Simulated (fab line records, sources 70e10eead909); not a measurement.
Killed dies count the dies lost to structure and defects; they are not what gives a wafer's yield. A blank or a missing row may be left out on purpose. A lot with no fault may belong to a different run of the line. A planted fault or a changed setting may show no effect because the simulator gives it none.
fab line records -- flow nandHarc
record: lots: 11, wafers: 33, lastDay: 34
route steps=1302 shown A_CONTACT@1098 A_BLC@1122
lots untouched by any fault: they come from a run of this same line in which no faults occurred
startH: hours from the record's opening day to when the first of the lot's shown wafers began -- waitH: hours from the lot's prior step to this one -- " the same as in the row above -- L1.1+2: a row that stands for several wafers -- - value missing, or start not given -- * or withheld: withheld -- < > ~ a bound
route shown NAME@n: a module of which the file shows steps, and the number in the route of the first -- usual: mean/standard deviation of fault-free wafers -- same: alike in all rows -- chamber/n: place in a boat -- sites: each site's reading -- _std_site: the standard deviation of these -- _edge_site: inner sites' mean taken away from outer sites' mean -- radiusMm: for every site, how far away it sits from the centre of the wafer -- mask NAME#n: copy n -- behind: the last tool/chamber to shape the wafer -- hold: why the lot went on hold/how many hours it stayed there/how the hold came to an end -- device: names the non-switching transistor (n, p or np) -- end of line: the tests these same wafers got at the end of their route -- step lacking rows: just its recipe -- killed: at the first sort, the dies lost to defects and structure; wafer yield is something else -- map: shows each die of a wafer: x if killed, . if not, _ if none is there
set.NAME: the setting the step ran with; set.NAME@STEP: the setting that earlier step ran with -- model.NAME: the simulator's own value behind a step, which no gauge read
a sample of lots followed through the steps of the route, with each step as a table and each wafer as a row
services: the hour from which a tool's chamber was out of use, counted from the record's first day as startH (under 0 if before that day), plus the number of hours and why
== steps ==
step: NHARC_A_CONTACT_ETCH_110
recipe: targetDepthA: 600, overetchA: 60, timeS: 33, ionEnergyEv: 100, cf4FlowSccm: 80, o2FlowSccm: 20, arFlowSccm: 0, rfW: 300, biasW: 100, chemistry: CF4/O2
usual: drypumpMotorCurrentA: 5.7/0.4, oesProductAu: 1.004/0.012, rfVppV: 198.1/1.9, runLengthS: 54.45/0.29, showerheadPlenumPTorr: 1.35/0.081, throttleValvePct: 13.398/0.01
lot.wafer,tool,chamber,startH,waitH,drypumpMotorCurrentA,oesProductAu,rfHoursCounterH,rfVppV,runLengthS,showerheadPlenumPTorr,throttleValvePct
L354.1,rieDiel-04,3,525.88,0.1,6.2,1.008,52,195.2,54.25,1.26,13.411
L354.3,rieDiel-04,1,525.88,0.1,5.4,0.987,47,196.2,55.11,1.31,13.407
L354.6,rieDiel-04,3,525.88,0.1,6.1,1.006,-,196.2,54.38,1.26,13.387
L357.1,rieDiel-05,1,540.90,0.1,6.2,1.004,24,200.2,54.56,1.44,13.405
L357.2,rieDiel-05,3,540.90,0.1,5.4,1.008,22,196.4,54.81,1.30,13.405
L357.3,rieDiel-05,0,540.90,0.1,6.0,0.987,25,200.6,54.28,1.44,13.382
L356.3,rieDiel-05,1,542.91,0.0,6.2,1.002,25,199.4,54.37,1.44,13.392
L356.2,rieDiel-05,2,542.91,0.0,5.1,1.008,22,196.3,54.45,1.25,13.401
L356.5,rieDiel-05,1,542.91,0.0,6.2,1.007,-,201.5,54.84,1.44,13.414
L359.3,rieDiel-05,0,568.88,0.1,6.0,1.005,27,200.0,54.50,1.44,13.406
L359.5,rieDiel-05,3,568.88,0.1,5.4,1.008,-,196.8,54.32,1.30,13.397
L359.6,rieDiel-05,0,568.88,0.1,6.0,1.004,-,199.6,54.63,1.44,13.386
L360.1,rieDiel-04,0,585.09,0.1,5.7,1.039,10,200.0,54.06,1.40,13.395
L360.3,rieDiel-04,1,585.09,0.1,5.4,0.979,13,197.3,54.82,1.31,13.393
L360.6,rieDiel-04,1,585.09,0.1,5.4,0.986,-,197.9,54.38,1.31,13.406
L365.1,rieDiel-05,2,627.83,0.1,5.1,0.994,6,196.7,54.28,1.24,13.406
L365.6,rieDiel-05,1,627.83,0.1,6.2,0.995,-,198.7,54.67,1.44,13.390
L365.5,rieDiel-05,2,627.83,0.1,5.2,0.980,-,196.2,54.19,1.24,13.398
L367.3,rieDiel-04,3,637.49,0.1,6.2,0.994,30,196.6,55.03,1.26,13.398
L367.1,rieDiel-04,1,637.49,0.1,5.4,0.981,29,196.6,54.32,1.30,13.411
L367.6,rieDiel-04,2,637.49,0.1,5.6,0.998,-,198.7,54.22,1.44,13.388
L374.2,rieDiel-05,1,707.42,0.1,6.2,1.017,20,200.0,54.51,1.43,13.387
L374.4,rieDiel-05,0,707.42,0.1,6.0,1.004,22,199.2,54.95,1.43,13.387
L374.6,rieDiel-05,1,707.42,0.1,6.2,1.012,-,198.6,54.30,1.43,13.393
L375.3,rieDiel-05,1,726.81,0.1,6.2,1.010,23,200.1,54.87,1.43,13.401
L375.2,rieDiel-05,0,726.81,0.1,6.0,0.999,25,199.4,54.37,1.43,13.388
L375.5,rieDiel-05,2,726.81,0.1,5.1,0.985,-,196.5,55.05,1.24,13.413
L376.1,rieDiel-13,3,734.79,0.1,5.2,1.013,11,198.8,54.93,1.39,13.391
L376.3,rieDiel-13,0,734.79,0.1,5.6,1.009,12,197.4,54.05,1.31,13.380
L376.2,rieDiel-13,1,734.79,0.1,5.8,0.982,13,200.2,54.08,1.44,13.416
L377.2,rieDiel-05,1,757.19,0.1,6.2,1.021,27,200.0,54.40,1.43,13.384
L377.4,rieDiel-05,2,757.19,0.1,5.1,1.006,30,195.3,54.50,1.24,13.393
L377.6,rieDiel-05,1,757.19,0.1,6.2,1.025,-,199.9,54.70,1.43,13.403
step: NHARC_A_CONTACT_ALD_18
recipe: targetThkA: 30, pulseTimeS: 1, aldCycles: 150, tempC: 450, material: TiN
usual: heaterPowerW: 1095/94, precursorPulseHeightRel: 0.999/0.02
same: aldCycles: 150
lot.wafer,tool,chamber,startH,waitH,heaterPowerW,precursorPulseHeightRel
L354.3,aldMetal-04,0,526.53,-,1108,0.971
L354.1,aldMetal-04,2,526.53,-,1145,0.988
L354.6,aldMetal-04,1,526.53,-,973,0.944
L357.3,aldMetal-04,3,541.55,-,1089,1.007
L357.2,aldMetal-04,0,541.55,-,1139,0.985
L357.1,aldMetal-04,1,541.55,-,988,1.000
L356.3,aldMetal-03,1,543.56,-,1231,1.009
L356.2,aldMetal-03,0,543.56,-,1217,0.988
L356.5,aldMetal-03,1,543.56,-,1241,1.039
L359.3,aldMetal-02,3,569.53,-,1268,1.025
L359.6,aldMetal-02,3,569.53,-,1226,1.009
L359.5,aldMetal-02,0,569.53,-,1120,0.977
L360.1,aldMetal-02,3,585.77,-,1260,1.016
L360.3,aldMetal-02,0,585.77,-,1085,1.003
L360.6,aldMetal-02,1,585.77,-,1181,0.997
L365.1,aldMetal-02,0,628.57,-,1056,1.003
L365.6,aldMetal-02,1,628.57,-,1146,0.967
L365.5,aldMetal-02,2,628.57,-,946,1.038
L367.1,aldMetal-03,3,638.13,-,1020,1.005
L367.3,aldMetal-03,0,638.13,-,1220,0.993
L367.6,aldMetal-03,0,638.13,-,1218,0.973
L374.2,aldMetal-02,2,708.09,-,930,0.961
L374.4,aldMetal-02,1,708.09,-,1129,0.991
L374.6,aldMetal-02,3,708.09,-,1266,1.024
L375.2,aldMetal-04,0,727.46,-,1075,1.000
L375.3,aldMetal-04,3,727.46,-,1052,1.017
L375.5,aldMetal-04,3,727.46,-,1045,1.033
L376.2,aldMetal-02,2,735.45,-,924,0.969
L376.1,aldMetal-02,3,735.45,-,1287,1.015
L376.3,aldMetal-02,0,735.45,-,1072,0.983
L377.2,aldMetal-03,3,757.84,-,994,0.995
L377.6,aldMetal-03,3,757.84,-,980,0.975
L377.4,aldMetal-03,2,757.84,-,999,1.008
step: NHARC_A_CONTACT_CMP_20
recipe: tOverpolishS: 30, targetThkNm: 300
usual: motorCurrentA: 11.9/1.2, overpolishRunS: 29.999/0.0085, slurryFilterDpKPa: 13.49/0.15, timeToEndpointS: 61/4.2
lot.wafer,tool,chamber,startH,waitH,motorCurrentA,overpolishRunS,slurryFilterDpKPa,timeToEndpointS
L354.3,cmp-03,2,527.60,0.5,12.6,30.000,13.50,62
L354.1,cmp-03,1,527.60,0.5,10.6,30.015,13.51,56
L354.6,cmp-03,2,527.60,0.5,13.5,29.986,13.42,64
L357.1,cmp-02,3,543.37,1.4,10.5,30.001,13.47,57
L357.3,cmp-02,0,543.37,1.4,13.6,30.000,13.60,62
L357.2,cmp-02,2,543.37,1.4,11.9,29.976,13.59,58
L356.2,cmp-01,3,544.65,0.6,11.8,29.981,13.28,59
L356.3,cmp-01,1,544.65,0.6,10.6,29.978,13.64,55
L356.5,cmp-01,3,544.65,0.6,11.6,30.002,13.70,58
L359.3,cmp-03,1,571.34,0.9,10.2,30.009,13.61,66
L359.6,cmp-03,1,571.34,0.9,10.2,30.002,13.61,64
L359.5,cmp-03,2,571.34,0.9,13.2,29.987,13.51,68
L360.1,cmp-03,2,586.85,0.7,13.7,30.003,13.27,67
L360.3,cmp-03,0,586.85,0.7,11.3,29.994,13.34,65
L360.6,cmp-03,2,586.85,0.7,13.1,30.006,13.67,69
L365.1,cmp-03,1,629.65,0.8,10.3,29.988,13.57,63
L365.6,cmp-03,3,629.65,0.8,13.3,30.004,13.57,65
L365.5,cmp-03,0,629.65,0.8,12.0,29.998,13.48,66
L367.3,cmp-02,1,639.24,0.4,13.5,30.004,13.51,62
L367.1,cmp-02,2,639.24,0.4,12.4,29.976,13.59,62
L367.6,cmp-02,1,639.24,0.4,12.4,30.002,13.49,59
L374.4,cmp-03,0,709.20,0.4,12.0,29.992,13.31,64
L374.2,cmp-03,1,709.20,0.4,10.0,29.993,13.39,61
L374.6,cmp-03,0,709.20,0.4,12.5,29.989,13.52,65
L375.3,cmp-01,3,728.62,0.4,11.8,29.999,13.53,57
L375.2,cmp-01,1,728.62,0.4,10.5,29.993,13.39,53
L375.5,cmp-01,3,728.62,0.4,11.6,30.007,13.31,54
L376.2,cmp-03,2,736.54,0.8,13.4,30.010,13.38,64
L376.1,cmp-03,3,736.54,0.8,12.9,30.000,13.62,63
L376.3,cmp-03,0,736.54,0.8,11.7,29.986,13.49,68
L377.4,cmp-02,0,758.97,0.5,14.2,30.024,13.58,60
L377.2,cmp-02,3,758.97,0.5,10.5,29.996,13.78,58
L377.6,cmp-02,0,758.97,0.5,13.5,29.991,13.37,61
step: NHARC_A_BLC_ETCH_17
recipe: targetDepthA: 3900, overEtchFrac: 0.25, timeS: 609.38, ionEnergyEv: 200, n2FlowSccm: 150, h2FlowSccm: 150, arFlowSccm: 0, rfW: 400, biasW: 150, chemistry: N2/H2
usual: drypumpMotorCurrentA: 5.5/0.42, oesProductAu: 0.996/0.014, rfVppV: 430.4/2.3, runLengthS: 630.6/0.43, showerheadPlenumPTorr: 2.03/0.076, throttleValvePct: 14.170/0.009
same: overEtchFrac: 0.25
lot.wafer,tool,chamber,startH,waitH,drypumpMotorCurrentA,oesProductAu,rfHoursCounterH,rfVppV,runLengthS,showerheadPlenumPTorr,throttleValvePct
L354.1,rieDiel-06,1,528.76,-,5.8,0.992,2,431.2,630.7,2.03,14.161
L354.3,rieDiel-06,0,528.76,-,5.3,0.983,3,432.3,630.0,2.14,14.188
L354.6,rieDiel-06,1,528.76,-,5.8,0.997,-,430.4,631.0,2.03,14.167
L357.2,rieDiel-10,1,544.71,-,5.5,1.008,10,432.1,630.5,2.10,14.149
L357.3,rieDiel-10,2,544.71,-,4.7,1.002,9,428.3,630.8,1.98,14.158
L357.1,rieDiel-10,3,544.71,-,5.7,1.034,9,430.5,630.4,2.04,14.176
L356.2,rieDiel-10,3,546.15,-,5.7,1.019,10,428.6,630.2,2.04,14.165
L356.3,rieDiel-10,1,546.15,-,5.5,0.992,10,432.6,630.8,2.10,14.183
L356.5,rieDiel-10,2,546.15,-,4.7,1.000,-,428.6,630.5,1.98,14.162
L359.3,rieDiel-10,2,572.49,-,4.7,0.983,13,429.1,630.7,1.98,14.153
L359.6,rieDiel-10,2,572.49,-,4.7,0.996,-,428.6,630.6,1.98,14.170
L359.5,rieDiel-10,3,572.49,-,5.7,1.021,-,430.1,630.5,2.04,14.170
L360.1,rieDiel-10,2,588.12,-,4.7,1.001,15,428.4,630.7,1.98,14.178
L360.3,rieDiel-10,0,588.12,-,5.8,1.003,13,432.8,630.2,2.13,14.173
L360.6,rieDiel-10,3,588.12,-,5.7,1.011,-,429.7,630.3,2.04,14.176
L365.1,rieDiel-10,3,630.96,-,5.7,1.007,2,430.0,658.8,2.04,14.166
L365.5,rieDiel-10,1,630.96,-,5.4,1.007,-,432.7,630.8,2.09,14.151
L365.6,rieDiel-10,2,630.96,-,4.7,0.991,-,429.5,630.6,1.98,14.156
L367.1,rieDiel-10,2,640.60,-,4.7,0.990,2,428.8,631.2,1.98,14.180
L367.3,rieDiel-10,3,640.60,-,5.7,1.002,3,430.9,659.1,2.04,14.160
L367.6,rieDiel-10,1,640.60,-,5.5,1.014,-,432.4,630.4,2.09,14.166
L374.4,rieDiel-06,1,710.45,-,5.8,0.988,2,430.5,631.4,2.03,14.172
L374.2,rieDiel-06,2,710.45,-,6.0,0.986,2,428.2,631.4,1.97,14.182
L374.6,rieDiel-06,2,710.45,-,6.0,0.984,-,428.8,630.8,1.97,14.180
L375.3,rieDiel-06,0,729.91,-,5.3,0.990,3,433.8,630.0,2.14,14.163
L375.2,rieDiel-06,2,729.91,-,6.0,0.992,4,429.7,631.2,1.97,14.177
L375.5,rieDiel-06,3,729.91,-,5.2,0.978,-,426.9,630.9,1.92,14.186
L376.3,rieDiel-10,1,737.66,-,5.4,1.024,12,431.9,630.6,2.09,14.163
L376.1,rieDiel-10,2,737.66,-,4.7,0.979,12,428.1,631.2,1.97,14.170
L376.2,rieDiel-10,0,737.66,-,5.8,1.012,12,433.2,630.2,2.13,14.173
L377.2,rieDiel-06,1,760.16,-,5.8,0.984,5,430.1,631.3,2.03,14.169
L377.4,rieDiel-06,2,760.16,-,6.0,0.968,5,428.4,631.3,1.97,14.181
L377.6,rieDiel-06,0,760.16,-,5.4,0.983,-,434.5,630.0,2.14,14.156
== services ==
tool,chamber,startH,hours,kind
rieDiel-06,3,506.06,10.2,repair
rieDiel-05,3,527.51,9.3,repair
rieDiel-05,2,531.77,4.5,repair
rieDiel-10,0,540.50,9.2,repair
rieDiel-06,0,542.83,3.4,repair
rieDiel-05,2,551.06,3.3,repair
rieDiel-05,0,551.64,4.9,repair
cmp-03,-,557.64,4.0,pm
aldMetal-02,-,560.07,0.5,repair
rieDiel-05,-,584.45,9.0,pm
rieDiel-10,-,596.74,9.0,pm
aldMetal-02,-,610.00,10.0,pm
cmp-03,-,655.64,4.0,pm
cmp-03,-,663.73,3.9,repair
cmp-03,-,697.09,2.0,repair
aldMetal-02,0,704.21,24.9,repair
cmp-03,-,707.78,0.9,repair
rieDiel-10,1,714.40,1.3,repair
rieDiel-10,0,741.20,4.1,repair
rieDiel-10,3,746.76,6.1,repair
cmp-03,-,750.21,2.1,repair
rieDiel-05,-,752.03,0.5,repair
cmp-03,-,753.64,4.0,pm
rieDiel-10,-,759.68,2.5,repair
== key ==
firstSign: step: NHARC_A_BLC_ETCH_17, reading: runLengthS, direction: up, sigmas: 66, usual: *, struck: *
effect none on later readings
metAt NHARC_A_BLC_ETCH_17
struckLots L365,L367
struckWafers L365.1,L367.3
testerLeftOut L365,L367
notActingAt NHARC_A_CONTACT_ETCH_110,NHARC_A_CONTACT_ALD_18,NHARC_A_CONTACT_CMP_20
onsetBetween 588.12 630.96
fault: kind: processParameterDrift, tool: rieDiel-10, chamber: 3, onsetH: 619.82, steps: NHARC_A_BLC_ETCH_17, channel: timeS, offset: *, shape: step, endH: 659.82, actsIn: *, stated: *
testerLeftOut: of these lots the tester's yield and bins aren't shown, on N5 and GAA mostly nor the transistor test; their killed dies are dies lost to structure and defects alone, not to doping, threshold or leakage, so they don't give the yield
